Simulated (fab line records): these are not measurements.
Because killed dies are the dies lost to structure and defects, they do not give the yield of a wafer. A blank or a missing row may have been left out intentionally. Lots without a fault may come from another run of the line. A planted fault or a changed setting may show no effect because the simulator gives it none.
Comparing a struck lot with a sound one :: flow n5_finfet :: 37 steps out of a route of 1938
Sound: wafers L644.1, L644.3, L644.5. Wafers struck: L645.1, L645.2, L645.5. The cause is given at the end.
Order at every step that has rows: each side's tool, ch and its chambers, its first start. Under that, the readings that differ: sound wafers :: struck wafers :: difference of the means :: sigmas: that difference in standard deviations of wafers without a fault.
alike: same words and numbers on both sides, and readings whose means sit less than 2 such deviations apart. not compared: any withheld reading, any reading some wafer has no value for, any bound like >300 that may hide the same value, and any number with overlapping values for which the record gives no deviation.
A row with sigmas, a row that says differs or no value, or rows on one side alone: a step with any of these is where the two part. When numbers do not overlap yet have no deviation, they are printed without sigmas and do not part them. A reading that every wafer of one side lacks parts them only if that side has two wafers or more.

first, 9 steps without rows for these wafers: N5_STI_FIN_REVEAL_PRECLEAN_18 (cleans in SC2, time 45 s); N5_STI_FIN_REVEAL_SRD_28 (time 30 s); N5_DUMMY_GATE_PRECLEAN_00 (cleans in O3/DIW, time 60 s); N5_DUMMY_GATE_SRD_01 (time 30 s); N5_DUMMY_GATE_ALD_02 (deposits SiO2, target thk 2 nm, pulse time 1 s); N5_DUMMY_GATE_CVD_03 (deposits a-Si from SiH4, target thk 150 nm, time 8042 s); N5_DUMMY_GATE_PRECLEAN_46 (cleans in DIW, time 89.5 s); N5_DUMMY_GATE_SRD_47 (dry time 32 s); N5_DUMMY_GATE_CMP_04 (polishes a-Si).
N5_DUMMY_GATE_HM_DEP_06: deposits SiNx from DCS/NH3, target thk 80 nm, time 5141 s.
  sound on lpcvd-01 ch 1/15,1/25,1/34, day 3 12:01; struck on lpcvd-01 ch 0/65,0/70,0/84, day 3 19:01
reading: model.SiNx_of_DUMMY_GATE_HM_DEP_06.thk_nm (nm)
sound: 80.4 80 79.8
struck: 141.4 142.2 142.6
difference: +62.0
sigmas: 
  alike: spike_tc_upper_C, zone_power_bottom_pct, zone_power_centre_pct, zone_power_lower_pct
then, 24 steps without rows for these wafers: N5_DUMMY_GATE_PECVD_30 (deposits SiO2 from TEOS/O2, target thk 55 nm, time 10.8 s); N5_DUMMY_GATE_COAT_34 (time 60 s, resist thk 60 nm); N5_DUMMY_GATE_COAT_35 (time 60 s, resist thk 10 nm); N5_DUMMY_GATE_COAT_28 (time 60 s, resist thk 10 nm); N5_DUMMY_GATE_COAT_09 (resist thk 30 nm); N5_DUMMY_GATE_EBR_11; N5_DUMMY_GATE_SOFTBAKE_10 (time 60 s); N5_DUMMY_GATE_EXPOSE_12 (exposes mask GATE, target cd 25 nm); N5_DUMMY_GATE_PEB_13 (peb time 60 s); N5_DUMMY_GATE_DEVELOP_14 (develop time 30 s); N5_DUMMY_GATE_DESCUM_20 (chemistry O2, time 6.2 s); N5_DUMMY_GATE_ETCH_29 (etches underlayer in N2/H2, target depth 13 nm); N5_DUMMY_GATE_ETCH_36 (etches SiARC in CF4, target depth 13 nm); N5_DUMMY_GATE_ETCH_37 (etches SOC in N2/H2, target depth 60 nm, overetch 30 nm); N5_DUMMY_GATE_STRIP_38 (strips in N2/H2); N5_DUMMY_GATE_STRIP_39 (strips in N2/H2); N5_DUMMY_GATE_TRIM_49 (chemistry O2, time 29 s, target cd 14 nm); N5_DUMMY_GATE_STRIP_40 (strips in CF4); N5_DUMMY_GATE_ETCH_31 (etches SiO2 in C4F6/O2, target depth 82.5 nm, time 27.5 s); N5_DUMMY_GATE_STRIP_41 (strips in O2); N5_DUMMY_GATE_HM_OPEN_21 (chemistry CH3F/O2, target SiNx, target depth 120 nm, time 171.4 s); N5_DUMMY_GATE_ETCH_32 (etches SiO2 in CF4, target depth 3.5 nm, time 3.9 s); N5_DUMMY_GATE_ETCH_23 (etches poly-Si in HBr/Cl2/O2, target depth 41 nm, time 22.3 s); N5_DUMMY_GATE_ETCH_44 (etches poly-Si in HBr/O2, stops on SiO2, target depth 127.5 nm).
N5_ILD0_CMP_03: polishes, stops on SiNx, t overpolish 1.9 s, target thk 197.38 nm.
  sound on cmp-01 ch 0,3, day 4 06:23; struck on cmp-02 ch 0,2,3, day 4 14:44
reading: model.SiNx_of_DUMMY_GATE_HM_DEP_06.thk_nm (nm)
sound: 77.4 77 76.8
struck: 138.4 139.2 139.6
difference: +62.0
sigmas: 
  alike: motor_current_A, overpolish_run_s, time_to_endpoint_s
-- the record jumps here: 5 days lie between the struck wafers' starts before and after (it left off in module ILD0 and takes up again in module BEOL_M4, whose first step shown is number 1111 of the route) --
N5_BEOL_M4_RC_MEAS_101:
  sound on prober-01 ch 0, day 9 03:01; struck on prober-01 ch 0, day 9 13:50
reading: VT_P (mV)
sound: -248 -241 -246
struck: -253 -251 -253
difference: -7
sigmas: -2
  alike: DIBL_N, DIBL_P, IOFF_N, IOFF_P, ION_N, ION_P, SS_N, SS_P, VT_N
-- here the record skips 4 days between the struck wafers' starts before and after, leaving off in module BEOL_M4 and picking up in module PASSIVATION (first step shown: number 1936 of the route) --
N5_PASSIVATION_PROBE_49:
  record: rows for the struck wafers here (prober-02, day 13 22:16), none for the sound ones

## WHERE THEY PART
Earliest at N5_BEOL_M4_RC_MEAS_101; latest, in this record, at N5_PASSIVATION_PROBE_49.

WHY: the cause the simulator had injected
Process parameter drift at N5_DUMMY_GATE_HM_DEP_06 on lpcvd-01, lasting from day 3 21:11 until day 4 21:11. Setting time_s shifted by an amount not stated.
